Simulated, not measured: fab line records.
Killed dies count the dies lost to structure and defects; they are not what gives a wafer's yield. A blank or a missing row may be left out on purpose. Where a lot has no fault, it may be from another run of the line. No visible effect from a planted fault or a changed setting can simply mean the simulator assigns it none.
Struck lot and sound lot, side by side -- flow nandHarc -- 12 out of 1302 route steps
Sound: wafers L579.1, L579.4, L579.5. Struck: wafers L583.1, L583.4, L583.6. The cause is given at the end.
Each step with rows lists, per side, the tool, then ch with its chambers, then its first start. Under that, the readings that differ: sound wafers -- struck wafers -- difference of the means -- sigmas: that difference in standard deviations of wafers without a fault.
alike: same words and numbers on both sides, and readings whose means sit less than 2 such deviations apart. not compared: any withheld reading, any reading some wafer has no value for, any bound like >300 that may hide the same value, and any number with overlapping values for which the record gives no deviation.
A row with sigmas, a row that says differs or no value, or rows on one side alone: a step with any of these is where the two part. Non-overlapping numbers with no deviation appear without sigmas and do not part them. Lack of a reading on every wafer of one side parts them only where that side has two or more wafers.

first, 3 steps without rows for these wafers: NHARC_A_STAIRCASE_PEB_439 (peb time 130 s); NHARC_A_STAIRCASE_DEVELOP_440 (time 140 s); NHARC_A_STAIRCASE_HARDBAKE_442 (time 140 s).
NHARC_A_STAIRCASE_DESCUM_443: chemistry O2, time 3 s.
  sound on rieDiel-01 ch 1,2, day 19 16:35; struck on rieDiel-11 ch 1,2, day 21 08:43
  alike: drypumpMotorCurrentA, oesProductAu, rfVppV, showerheadPlenumPTorr, throttleValvePct
  not compared: rfHoursCounterH
NHARC_A_STAIRCASE_ETCH_444: etches the open film in C4F8/O2, target depth 20400 nm, time 6800 s.
  sound on rieDiel-01 ch 1,2,3, day 19 16:46; struck on rieDiel-11 ch 0,2, day 21 09:16
  alike: oesProductAu, rfVppV
  not compared: rfHoursCounterH
NHARC_A_STAIRCASE_STRIP_446: strips in O2.
  sound on plasmaAsher-02 ch 0,1, day 19 22:07; struck on plasmaAsher-01 ch 0,1, day 21 13:13
reading,sound,struck,difference,sigmas
drypumpMotorCurrentA (A),5.9 5.4 5.4,6.3 6.2 6.3,+0.7,+2
  alike: heaterPowerW
  not compared: rfHoursCounterH
then, 3 steps without rows for these wafers: NHARC_A_STAIRCASE_STRIP_447 (strips in SPM, time 900 s); NHARC_A_STAIRCASE_PRECLEAN_448 (cleans in SC1); NHARC_A_STAIRCASE_SRD_449.
NHARC_A_STAIRCASE_CMP_450: polishes SiO2, target thk 200 nm.
  sound on cmp-02 ch 1,3, day 19 22:55; struck on cmp-02 ch 0,3, day 21 14:01
  alike: edgeZonePressureFrac, motorCurrentA
NHARC_A_STAIRCASE_CMP_152: polishes.
  sound on cmp-02 ch 1,3, day 19 22:59; struck on cmp-02 ch 0,3, day 21 14:06
  no value came back on the struck wafers for edgeZonePressureFrac, motorCurrentA (A); on the sound wafers edgeZonePressureFrac reads 0.998 1.001 0.998
-- jump in the record: it breaks off in module A_STAIRCASE and resumes in module END (first step shown: number 1302 of the route), and 5 days separate the struck wafers' starts before and after --
NHARC_END_SORT_01:
  only the struck wafers appear in the record here, on prober-02 ch 0 at day 26 22:40; the sound ones have no rows

WHERE THEY PART
Last at NHARC_END_SORT_01 as far as this record goes, first at NHARC_A_STAIRCASE_STRIP_446.

WHY: what the simulator had put in
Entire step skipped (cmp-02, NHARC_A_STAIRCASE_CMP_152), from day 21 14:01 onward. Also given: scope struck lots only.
